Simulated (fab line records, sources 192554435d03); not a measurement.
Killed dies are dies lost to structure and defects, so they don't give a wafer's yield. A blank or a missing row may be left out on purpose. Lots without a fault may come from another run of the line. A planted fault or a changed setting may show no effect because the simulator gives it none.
A struck lot beside a sound one | flow n5_finfet | 37 steps out of a route of 1938
Sound: wafers L420.2, L420.3, L420.5. Struck: wafers L415.1, L415.3, L415.4. The cause comes at the end.
At each step with rows: each side's tool, then ch and its chambers, then its first start. Under that, the readings that differ: sound wafers | struck wafers | difference of the means | sigmas: that difference in standard deviations of wafers without a fault.
alike: readings whose means differ by less than 2 such deviations, and words and numbers that are the same on both sides. not compared: withheld readings, readings that some wafer has no value for, bounds like >300 that may hide the same value, and numbers for which the record gives no deviation and whose values overlap.
The two part at a step that has a row with sigmas, a row that says differs or no value, or rows on one side only. Numbers that don't overlap but have no deviation are shown without sigmas and don't part them. A reading that every wafer of one side lacks parts them only if that side has two wafers or more.

first, 9 steps without rows for these wafers: N5_WELL_APT_COAT_02 (resist thk 950 nm); N5_WELL_APT_EBR_04; N5_WELL_APT_SOFTBAKE_03 (time 60 s); N5_WELL_APT_EXPOSE_05 (exposes mask NWELL, defocus 0 nm, target cd 200 nm); N5_WELL_APT_PEB_06 (peb time 90 s); N5_WELL_APT_DEVELOP_07 (develop time 45 s); N5_WELL_APT_HARDBAKE_12 (time 120 s); N5_WELL_APT_DESCUM_13 (chemistry O2, time 7.9 s); N5_WELL_APT_IMPLANT_14.
N5_WELL_APT_IMPLANT_15:
  sound on implanter-02 ch 0, day 6 20:18; struck on implanter-01 ch 0, day 5 14:07
  reading            | sound                           | struck                           | difference  | sigmas
  dose_ions_cm2      | 1.4985e+13 1.5004e+13 1.497e+13 | 2.3117e+13 2.3146e+13 2.3162e+13 | +8.1553e+12 | +99 or more
  faraday_current_uA | 193 188 183                     | 296 291 300                      | +108        | +27
  alike: tilt_deg
then, 25 steps without rows for these wafers: N5_WELL_APT_STRIP_16 (strips in SPM, time 900 s); N5_WELL_APT_HMDS_18 (time 60 s); N5_WELL_APT_COAT_19 (resist thk 950 nm); N5_WELL_APT_EBR_21; N5_WELL_APT_SOFTBAKE_20 (time 60 s); N5_WELL_APT_EXPOSE_22 (exposes mask PWELL, defocus 0 nm, target cd 200 nm); N5_WELL_APT_PEB_23 (peb time 90 s); N5_WELL_APT_DEVELOP_24 (develop time 45 s); N5_WELL_APT_HARDBAKE_29 (time 120 s); N5_WELL_APT_DESCUM_30 (chemistry O2, time 7.9 s); N5_WELL_APT_IMPLANT_31; N5_WELL_APT_IMPLANT_32; N5_WELL_APT_STRIP_33 (strips in SPM, time 900 s); N5_WELL_APT_RTA_34 (time 10 s); N5_WELL_APT_OXIDE_STRIP_42 (strips SiO2 in dHF, time 45 s, target depth 12 nm); N5_WELL_APT_PRECLEAN_36 (cleans in O3/DIW, time 45 s); N5_WELL_APT_PRECLEAN_39 (cleans in dHF, time 60 s); N5_WELL_APT_SRD_37 (time 30 s); N5_WELL_APT_EPI_41 (deposits Si from SiH4/H2, target thk 50 nm, time 297.7 s); N5_PMOS_HMC_CHANNEL_EPI_HM_DEP_34 (deposits SiO2 from TEOS/O2, target thk 36 nm, time 6.9 s); N5_PMOS_HMC_CHANNEL_EPI_COAT_31 (time 60 s, resist thk 66 nm); N5_PMOS_HMC_CHANNEL_EPI_COAT_03 (resist thk 205 nm); N5_PMOS_HMC_CHANNEL_EPI_EBR_05; N5_PMOS_HMC_CHANNEL_EPI_SOFTBAKE_04 (time 60 s); N5_PMOS_HMC_CHANNEL_EPI_EXPOSE_06 (exposes mask PMOS HMC BLK, target cd 240 nm).
-- the record jumps here: 6 days lie between the struck wafers' starts before and after (it left off in module PMOS_HMC_CHANNEL_EPI and takes up again in module BEOL_M4, whose first step shown is number 1111 of the route) --
N5_BEOL_M4_RC_MEAS_101:
  sound on prober-01 ch 0, day 13 22:35; struck on prober-02 ch 0, day 11 22:40
  reading             | sound                   | struck                     | difference | sigmas
  CJ_P                | 5.72 5.95 5.84          | 6.91 6.51 7.54             | +1.15      | +5
  IOFF_P_LONG (nA/um) | 9.5e-05 9.7e-05 9.7e-05 | 0.000128 0.000115 0.000161 | +0.000038  | +5
  alike: DIBL_N, DIBL_P, IOFF_N, IOFF_P, ION_N, ION_P, SS_N, SS_P, VT_N, VT_P
then, 1 step without rows for these wafers: N5_PASSIVATION_PROBE_49.

WHERE THEY PART
First at N5_WELL_APT_IMPLANT_15; last, within this record, at N5_BEOL_M4_RC_MEAS_101.

WHY: what the simulator had put in
Process parameter drift: implanter-01, from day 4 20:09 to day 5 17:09, at N5_WELL_APT_IMPLANT_15. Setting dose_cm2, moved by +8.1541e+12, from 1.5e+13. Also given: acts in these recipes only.
